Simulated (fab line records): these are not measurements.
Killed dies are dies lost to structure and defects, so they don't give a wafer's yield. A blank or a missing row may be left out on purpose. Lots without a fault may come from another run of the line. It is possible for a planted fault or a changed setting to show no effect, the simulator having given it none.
A lot that was struck, set against a sound lot / flow nandHarc / 14 out of 1159 route steps
Sound: the wafers L985.4, L985.5, L985.6. Struck: wafers L992.1, L992.3, L992.4. At the end, the cause is stated.
Per side, at each step with rows, come the tool, then ch with its chambers, and then its first start. Under that, the readings that differ: sound wafers / struck wafers / difference of the means / sigmas: that difference in standard deviations of wafers without a fault.
alike: readings with means less than 2 such deviations apart, plus words and numbers identical on both sides. not compared: withheld readings, readings lacking a value on some wafer, bounds such as >300 that could conceal the same value, and numbers that have no deviation in the record and whose values overlap.
A row with sigmas, a row that says differs or no value, or rows on one side alone: a step with any of these is where the two part. When numbers do not overlap yet have no deviation, they are printed without sigmas and do not part them. A reading missing from all wafers of one side parts the sides only when that side holds two or more wafers.

first, 1 step without rows for these wafers: NHARC_A_STAIRCASE_SRD_474.
NHARC_A_STAIRCASE_INSPECT_155:
  sound on defectInspect-01, day 14 14:00; struck on defectInspect-02, day 16 14:27
  alike: rawDefectCount
NHARC_A_SGD_CUT_DEP_00: deposits SiNx, target thk 50 nm.
  sound on pecvd-01 ch 0,1,2, day 14 14:10; struck on pecvd-01 ch 0,2, day 16 14:36
  alike: heaterPowerW
then, 9 steps without rows for these wafers: NHARC_A_SGD_CUT_DEHYDRATE_01 (time 120 s); NHARC_A_SGD_CUT_HMDS_02 (time 30 s); NHARC_A_SGD_CUT_COAT_56 (time 75 s); NHARC_A_SGD_CUT_COAT_57 (time 65 s); NHARC_A_SGD_CUT_COAT_03 (resist thk 90 nm); NHARC_A_SGD_CUT_SOFTBAKE_04 (time 55 s); NHARC_A_SGD_CUT_EBR_05; NHARC_A_SGD_CUT_EXPOSE_06 (exposes mask SGD); NHARC_A_SGD_CUT_PEB_07 (peb time 65 s).
NHARC_A_SGD_CUT_DEVELOP_08: develop time 35 s.
  sound on lithoTrack-04 ch 0, day 14 14:00; struck on lithoTrack-06, day 16 15:00
  no value came back on the struck wafers for chillPlateTempC (C), developTimeS (s), developerTempC (C), exhaustPa (Pa); on the sound wafers chillPlateTempC (C) reads 23.17 23.00 22.94
NHARC_A_SGD_CUT_CD_MEAS_09: target cd 100 nm.
  sound on cdSem-01 ch 0, day 14 14:49; struck on cdSem-02 ch 0, day 16 15:12
reading=cdNm (nm); sound=99.7 100.0 100.3; struck=- - -; difference=no value on the struck wafers; sigmas=

## WHERE THEY PART
Earliest at NHARC_A_SGD_CUT_DEVELOP_08; latest, in this record, at NHARC_A_SGD_CUT_CD_MEAS_09.

WHY: the cause the simulator had injected
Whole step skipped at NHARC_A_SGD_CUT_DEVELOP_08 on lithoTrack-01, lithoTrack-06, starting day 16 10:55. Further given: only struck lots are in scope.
